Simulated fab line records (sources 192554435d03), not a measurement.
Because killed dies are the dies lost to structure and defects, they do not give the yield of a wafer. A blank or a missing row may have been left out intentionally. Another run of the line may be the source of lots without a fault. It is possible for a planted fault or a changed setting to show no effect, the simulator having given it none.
Matching of chambers    flow n5 finfet    N5_BEOL_M5_STRIP_64 on rie diel-01: 4 sister chambers
The step strips in CF4. 7 wafers are shown with their chamber, then 9 later ones without.

WAFERS WITH THEIR CHAMBER
wafer   chamber  throttle valve pct (%)  showerhead plenum p Torr (Torr)
L076.2  0        13.87                   1.78
L080.4  2        13.66                   1.77
L084.6  2        13.68                   1.76
L086.4  3        13.05                   1.75
L088.1  1        13.66                   1.91
L088.4  1        13.67                   1.91
L088.5  3        13.08                   1.75

WAFERS WITH NO CHAMBER GIVEN
wafer   throttle valve pct (%)  showerhead plenum p Torr (Torr)
L090.2  13.09                   1.74
L090.3  13.35                   1.78
L090.5  13.09                   1.74
L092.2  13.70                   1.91
L092.4  13.35                   1.77
L092.5  13.70                   1.91
L095.1  13.36                   1.77
L095.2  13.71                   1.91
L095.4  13.71                   1.76

CHAMBER TAKEN BY EACH
wafer   from the rows above      in truth
L090.2  3                        3
L090.3  can't be placed: 3 or 2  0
L090.5  3                        3
L092.2  1                        1
L092.4  can't be placed: 3 or 2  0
L092.5  1                        1
L095.1  can't be placed: 3 or 2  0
L095.2  1                        1
L095.4  2                        2
Placed correctly: 6 of 9. Can't be placed from these rows: 3 (the true chamber is among the candidates in 0). Number placed wrongly: 0.
How it was worked out, from the rows above alone: a wafer's distance from a chamber is the root of the sum, over the readings, of the square of ((its reading less the chamber's mean) divided by the reading's scatter). If the next closest chamber is less than 2 further off than the closest, the wafer can't be placed; otherwise it belongs to the closest. The mean given for a chamber averages the wafers shown for that chamber. The scatter: the root of (the sum of the squares of (reading less its chamber's mean) over the shown wafers, divided by (wafers less chambers)).
